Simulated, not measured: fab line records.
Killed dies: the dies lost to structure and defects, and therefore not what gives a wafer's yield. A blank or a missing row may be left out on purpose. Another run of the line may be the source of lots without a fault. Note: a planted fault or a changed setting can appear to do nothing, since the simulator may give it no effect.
fab line records + flow n5-finfet
[record]
- lots = 6
- wafers = 18
- last-day = 18
route steps=1938 shown SD_EPI_P@319 SD_ACTIVATION@330 PASSIVATION@1936
lots with no fault: from the same line, run without faults
start-h: hours from the record's opening day to when the first of the lot's shown wafers began + wait-h: how many hours have passed since the lot's step before this one + " unchanged from the row above + L1.1+2: a single row standing in for several wafers + - no value, or no start given + * or withheld: withheld + < > ~ a bound
route shown NAME@n: a module of which the file shows steps, and the number in the route of the first + usual: mean and standard deviation over wafers with no fault + same: alike in all rows + chamber/n: place in a boat + sites: readings site by site + _std_site: standard deviation of those values + _edge_site: mean of outer sites minus mean of inner sites + radius-mm: how far each site lies from the wafer's centre + mask NAME#n: copy n + behind: tool/chamber where the wafer was last shaped + hold: the reason the lot was held/the length of the hold in hours/how it ended + device: transistor that didn't switch, given as n, p or np + end of line: at the end of the route, the tests of the same wafers + for a step that has no rows: nothing shown but its recipe + killed: count of dies lost to structure and defects at first sort (not the wafer's yield) + map: a wafer's dies, marking killed ones x, the rest . and places with no die _
set.NAME: setting as actually run; set.NAME@STEP: the setting as run at that earlier step + model.NAME: the simulator's own value behind a step, which no gauge read
certain route steps with their lots: each step a table, each wafer a row
services: from which hour (start-h, from the record's first day; less than 0 if before it) a tool's chamber was out of use, for how many hours, and why
[[steps]]
[step N5_SD_EPI_P_PRECLEAN_51]
[recipe]
- chemistry = NF3:NH3
- afs-cycles = 1
- temp-c = 30
- time-s = 20
- sublimation-temp-c = 180
- sublimation-time-s = 60
- pressure-torr = 3
- rf-power-w = 30
[step N5_SD_EPI_P_VAPOR_ETCH_44]
[recipe]
- chemistry = NF3/Ar
- target = SiGe30
- temp-c = 25
- time-s = 3.3
- mode = isotropic
[step N5_SD_EPI_P_EPI_21]
[recipe]
- material = SiGe:B
- dopant = B
- temp-c = 550
- pressure-torr = 20
- ambient = H2
- time-s = 355
[step N5_SD_EPI_P_EPI_MEAS_23]
[recipe]
- mode = xrd
[usual]
- thk-nm = 61.1/1.2
| lot.wafer | tool          | chamber | start-h | wait-h | thk-nm |
|-----------|---------------|---------|---------|--------|--------|
| L393.2    | film-metro-02 | -       | 74.26   | 1.5    | 60.3   |
| L393.3    | "             | -       | "       | "      | 61.4   |
| L393.5    | "             | -       | "       | "      | 62.5   |
| L396.2    | film-metro-02 | -       | 86.92   | 1.5    | 61.6   |
| L396.3    | "             | -       | "       | "      | 61.4   |
| L396.5    | "             | -       | "       | "      | 59.7   |
| L403.1    | film-metro-02 | -       | 136.33  | 1.8    | 61.8   |
| L403.3    | "             | -       | "       | "      | 60.1   |
| L403.5    | "             | -       | "       | "      | 60.8   |
| L405.4    | film-metro-01 | -       | 144.28  | 1.3    | 59.6   |
| L405.5    | "             | -       | "       | "      | 60.0   |
| L405.6    | "             | -       | "       | "      | 61.0   |
| L412.1    | film-metro-01 | -       | 190.92  | 1.8    | 61.8   |
| L412.2    | "             | -       | "       | "      | 62.4   |
| L412.4    | "             | -       | "       | "      | 59.8   |
| L414.1    | film-metro-02 | -       | 196.15  | 2.4    | 61.5   |
| L414.3    | "             | -       | "       | "      | 60.8   |
| L414.6    | "             | -       | "       | "      | 61.5   |
[step N5_SD_EPI_P_HM_STRIP_48]
[recipe]
- chemistry = H3PO4
- temp-c = 160
- material = SiNx
- target = SiNx
- target-depth-a = 30
- overetch-fraction = 0.3
[step N5_SD_EPI_P_SRD_49]
[recipe]
- dry = ipa-marangoni
- time-s = 30
- temp-c = 23
- rinse-liquid = diw
[step N5_SD_EPI_P_PRECLEAN_24]
[recipe]
- chemistry = O3/DIW
- time-s = 45
- temp-c = 22
- o3-ppm = 10
[step N5_SD_EPI_P_PRECLEAN_32]
[recipe]
- chemistry = dHF
- time-s = 10
- dilution = 500:1
- temp-c = 25
[step N5_SD_EPI_P_PRECLEAN_33]
[recipe]
- chemistry = SC2
- time-s = 45
- temp-c = 35
- mix = 1:1:50
[step N5_SD_EPI_P_SRD_25]
[recipe]
- time-s = 30
- temp-c = 23
- rinse-liquid = diw
- dry = ipa-marangoni
[step N5_SD_EPI_P_INSPECT_26]
[recipe]
- inspect-instrument = darkfield
- mode = post-epi
[usual]
- raw-defect-count = 181/38
| lot.wafer | tool              | chamber | start-h | wait-h | raw-defect-count |
|-----------|-------------------|---------|---------|--------|------------------|
| L393.2    | defect-inspect-01 | -       | 74.43   | 0.0    | 217              |
| L393.3    | "                 | -       | "       | "      | 225              |
| L393.5    | "                 | -       | "       | "      | 341              |
| L396.2    | defect-inspect-01 | -       | 87.09   | 0.0    | 200              |
| L396.3    | "                 | -       | "       | "      | 192              |
| L396.5    | "                 | -       | "       | "      | 200              |
| L403.1    | defect-inspect-01 | -       | 136.50  | 0.0    | 160              |
| L403.3    | "                 | -       | "       | "      | 147              |
| L403.5    | "                 | -       | "       | "      | 174              |
| L405.4    | defect-inspect-02 | -       | 144.45  | 0.0    | 224              |
| L405.5    | "                 | -       | "       | "      | 162              |
| L405.6    | "                 | -       | "       | "      | 94               |
| L412.1    | defect-inspect-02 | -       | 191.09  | 0.0    | 176              |
| L412.2    | "                 | -       | "       | "      | 147              |
| L412.4    | "                 | -       | "       | "      | 175              |
| L414.1    | defect-inspect-02 | -       | 196.34  | 0.0    | 204              |
| L414.3    | "                 | -       | "       | "      | 223              |
| L414.6    | "                 | -       | "       | "      | 216              |
[step N5_SD_ACTIVATION_RTA_00]
[recipe]
- temp-c = 975
- time-s = 0
- ambient = N2
- idle-temp-c = 600
- ramp-up-c-per-s = 150
- ramp-down-c-per-s = 60
- cool-to-c = 600
[usual]
- lamp-power-pct = 8.97/0.05
- lamp_zone_3_pct = 8.953/0.027
- wafer_temp_C_max = 975.0/1.8
| lot.wafer | tool          | chamber | start-h | wait-h | lamp-power-pct | lamp_zone_3_pct | wafer_temp_C_max |
|-----------|---------------|---------|---------|--------|----------------|-----------------|------------------|
| L393.2    | rtp-anneal-01 | 0       | 74.49   | 0.1    | 8.91           | 9.018           | 976.1            |
| L393.3    | "             | 0       | "       | "      | 8.96           | 8.980           | 974.4            |
| L393.5    | "             | 0       | "       | "      | 8.95           | 8.961           | 973.8            |
| L396.2    | rtp-anneal-02 | 0       | 87.15   | 0.1    | 9.00           | 8.985           | 973.3            |
| L396.3    | "             | 0       | "       | "      | 8.97           | 8.966           | 974.2            |
| L396.5    | "             | 0       | "       | "      | 8.95           | 8.959           | 974.7            |
| L403.1    | rtp-anneal-02 | 0       | 136.53  | 0.0    | 9.01           | 8.926           | 973.9            |
| L403.3    | "             | 0       | "       | "      | 9.09           | 8.987           | 974.2            |
| L403.5    | "             | 0       | "       | "      | 8.96           | 8.911           | 972.3            |
| L405.4    | rtp-anneal-02 | 0       | 144.56  | 0.1    | 8.94           | 8.932           | 974.3            |
| L405.5    | "             | 0       | "       | "      | 8.98           | 8.915           | 975.4            |
| L405.6    | "             | 0       | "       | "      | 9.01           | 8.937           | 976.2            |
| L412.1    | rtp-anneal-01 | 0       | 191.12  | 0.0    | 8.95           | 8.970           | 974.4            |
| L412.2    | "             | 0       | "       | "      | 8.94           | 9.009           | 976.3            |
| L412.4    | "             | 0       | "       | "      | 8.89           | 8.952           | 977.0            |
| L414.1    | rtp-anneal-02 | 0       | 196.37  | 0.0    | 8.92           | 8.958           | 973.1            |
| L414.3    | "             | 0       | "       | "      | 8.98           | 8.960           | 973.8            |
| L414.6    | "             | 0       | "       | "      | 8.87           | 8.953           | 977.1            |
[step N5_SD_ACTIVATION_LSA_01]
[recipe]
- temp-c = 1080
- time-s = 0.0008
- ambient = N2
[usual]
- wafer_temp_C_max = 1086.4/2.9
| lot.wafer | tool            | chamber | start-h | wait-h | wafer_temp_C_max |
|-----------|-----------------|---------|---------|--------|------------------|
| L393.2    | laser-anneal-02 | 0       | 74.69   | 0.2    | 1084.1           |
| L393.3    | "               | 0       | "       | "      | 1083.8           |
| L393.5    | "               | 0       | "       | "      | 1083.6           |
| L396.2    | laser-anneal-01 | 0       | 87.35   | 0.2    | 1088.2           |
| L396.3    | "               | 0       | "       | "      | 1086.5           |
| L396.5    | "               | 0       | "       | "      | 1088.8           |
| L403.1    | laser-anneal-02 | 0       | 136.73  | 0.2    | 1106.3           |
| L403.3    | "               | 0       | "       | "      | 1105.7           |
| L403.5    | "               | 0       | "       | "      | 1106.3           |
| L405.4    | laser-anneal-02 | 0       | 144.76  | 0.2    | 1107.4           |
| L405.5    | "               | 0       | "       | "      | 1105.7           |
| L405.6    | "               | 0       | "       | "      | 1104.8           |
| L412.1    | laser-anneal-01 | 0       | 191.32  | 0.2    | 1088.9           |
| L412.2    | "               | 0       | "       | "      | 1089.1           |
| L412.4    | "               | 0       | "       | "      | 1088.3           |
| L414.1    | laser-anneal-01 | 0       | 196.57  | 0.2    | 1093.0           |
| L414.3    | "               | 0       | "       | "      | 1088.0           |
| L414.6    | "               | 0       | "       | "      | 1090.9           |
[step N5_PASSIVATION_PROBE_49]
[usual]
- killed_at_M0_to_M3 = 34/11
- killed_at_M4_up = 13/5.2
- killed-at-contacts = 13/6.3
- killed-at-front-end = 40/14
- killed-at-other = 3.2/2.4
- killed-dies = 104/19
- killed-open = 69/14
- killed-short = 32/7.5
[same]
- gross-dies = 1180
- killed-at-back-side = 0
| lot.wafer | tool      | chamber | start-h | wait-h | killed_at_M0_to_M3 | killed_at_M4_up | killed-at-contacts | killed-at-front-end | killed-at-other | killed-dies | killed-open | killed-short |
|-----------|-----------|---------|---------|--------|--------------------|-----------------|--------------------|---------------------|-----------------|-------------|-------------|--------------|
| L393.2    | prober-02 | -       | 264.20  | 0.1    | 27                 | 17              | 22                 | 46                  | 7               | 119         | 80          | 35           |
| L393.3    | prober-02 | -       | 264.25  | 0.1    | 21                 | 11              | 6                  | 40                  | 3               | 81          | 54          | 23           |
| L393.5    | prober-02 | -       | 264.35  | 0.2    | 17                 | 10              | 11                 | 19                  | 1               | 58          | 40          | 17           |
| L396.2    | prober-02 | -       | 292.68  | 0.1    | 29                 | 6               | 9                  | 47                  | 2               | 93          | 72          | 20           |
| L396.3    | prober-02 | -       | 292.73  | 0.1    | 20                 | 15              | 2                  | 32                  | 2               | 71          | 49          | 21           |
| L396.5    | prober-02 | -       | 292.83  | 0.2    | 27                 | 7               | 9                  | 79                  | 4               | 126         | 73          | 51           |
| L412.1    | prober-02 | -       | 406.43  | 0.0    | 38                 | 15              | 10                 | 52                  | 8               | 123         | 87          | 33           |
| L412.2    | prober-02 | -       | 406.48  | 0.1    | 16                 | 18              | 1                  | 60                  | 0               | 95          | 61          | 33           |
| L412.4    | prober-02 | -       | 406.58  | 0.2    | 33                 | 14              | 12                 | 51                  | 1               | 111         | 75          | 31           |
// killed by level:class
L393.2 MOL_CONTACT_COAG:geometric-particle:open=15 FIN_SAQP:geometric-particle:open=14 STI_FIN_REVEAL:geometric-particle:open=11 BEOL_M2:geometric-particle:open=8 BEOL_M4:geometric-particle:open=7 MOL_CONTACT_COAG:geometric-particle:short=6 FIN_SAQP:geometric-particle:short=5 DUMMY_GATE:geometric-particle:open=5
L393.3 FIN_SAQP:geometric-particle:open=11 FIN_SAQP:geometric-particle:short=7 STI_FIN_REVEAL:geometric-particle:open=7 MOL_CONTACT_COAG:geometric-particle:open=6 BEOL_M0_SAQP:geometric-particle:open=6 BEOL_M0:geometric-particle:open=6 BEOL_M0_SAQP:geometric-particle:short=4 STARTING-WAFER:geometric-particle:short=4
L393.5 MOL_CONTACT_COAG:geometric-particle:open=8 BEOL_M0_SAQP:geometric-particle:open=5 BEOL_M3:geometric-particle:open=4 STI_FIN_REVEAL:geometric-particle:open=3 GATE_CUT:geometric-particle:open=3 BEOL_M5:geometric-particle:open=3 BEOL_M2:geometric-particle:short=3 FIN_SAQP:geometric-particle:open=2
L396.2 FIN_SAQP:geometric-particle:open=13 STI_FIN_REVEAL:geometric-particle:open=10 BEOL_M1:geometric-particle:open=10 BEOL_M3:geometric-particle:open=9 MOL_CONTACT_COAG:geometric-particle:open=8 FIN_SAQP:geometric-particle:short=6 BEOL_M0_SAQP:geometric-particle:open=5 STARTING-WAFER:geometric-particle:open=5
L396.3 FIN_SAQP:geometric-particle:short=7 BEOL_M1:geometric-particle:open=7 FIN_SAQP:geometric-particle:open=5 BEOL_M5:geometric-particle:open=5 STI_FIN_REVEAL:geometric-particle:open=4 BEOL_M3:geometric-particle:open=4 BEOL_M4:geometric-particle:open=4 GATE_CUT:geometric-particle:short=3
L396.5 FIN_SAQP:geometric-particle:open=21 FIN_SAQP:geometric-particle:short=18 ILD0:geometric-particle:short=9 BEOL_M0_SAQP:geometric-particle:open=8 DUMMY_GATE:geometric-particle:open=7 MOL_CONTACT_COAG:geometric-particle:open=7 BEOL_M0_SAQP:geometric-particle:short=7 ILD0:geometric-particle:open=6
L412.1 BEOL_M0_SAQP:geometric-particle:open=12 FIN_SAQP:geometric-particle:open=11 BEOL_M3:geometric-particle:open=11 GATE_CUT:geometric-particle:short=8 MOL_CONTACT_COAG:geometric-particle:open=8 DUMMY_GATE:geometric-particle:open=7 FIN_SAQP:geometric-particle:short=6 BEOL_M1:geometric-particle:open=5
L412.2 FIN_SAQP:geometric-particle:open=23 FIN_SAQP:geometric-particle:short=15 DUMMY_GATE:geometric-particle:open=5 GATE_CUT:geometric-particle:short=5 BEOL_M4:geometric-particle:open=5 BEOL_M5:geometric-particle:open=5 BEOL_M1:geometric-particle:open=3 BEOL_M2:geometric-particle:open=3
L412.4 BEOL_M3:geometric-particle:open=16 MOL_CONTACT_COAG:geometric-particle:open=11 FIN_SAQP:geometric-particle:open=9 FIN_SAQP:geometric-particle:short=9 STI_FIN_REVEAL:geometric-particle:open=7 BEOL_M4:geometric-particle:open=6 DUMMY_GATE:geometric-particle:open=5 ILD0:geometric-particle:short=5
[[services]]
| tool            | chamber | start-h | hours | kind   |
|-----------------|---------|---------|-------|--------|
| laser-anneal-02 | -       | 52.10   | 5.9   | repair |
| laser-anneal-02 | -       | 138.18  | 4.0   | pm     |
| laser-anneal-01 | -       | 142.20  | 1.6   | pm     |
[[key]]
[first-sign]
- step = N5_SD_ACTIVATION_LSA_01
- reading = wafer_temp_C_max
- direction = up
- sigmas = 6.8
- usual = *
- struck = *
effect none on later readings
met-at N5_SD_ACTIVATION_LSA_01
struck-wafers L403.1,L403.3,L403.5,L405.4,L405.5,L405.6
tester-left-out L403,L405
onset-between 74.69 136.73
[fault]
- kind = process-parameter-drift
- tool = laser-anneal-02
- chamber = -
- onset-h = 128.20
- steps = N5_SD_ACTIVATION_LSA_01
- channel = temp-c
- offset = *
- shape = step
- end-h = 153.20
- stated = *
// tester-left-out: of these lots the tester's yield and bins aren't shown, on N5 and GAA mostly nor the transistor test; their killed dies are dies lost to structure and defects alone, not to doping, threshold or leakage, so they don't give the yield
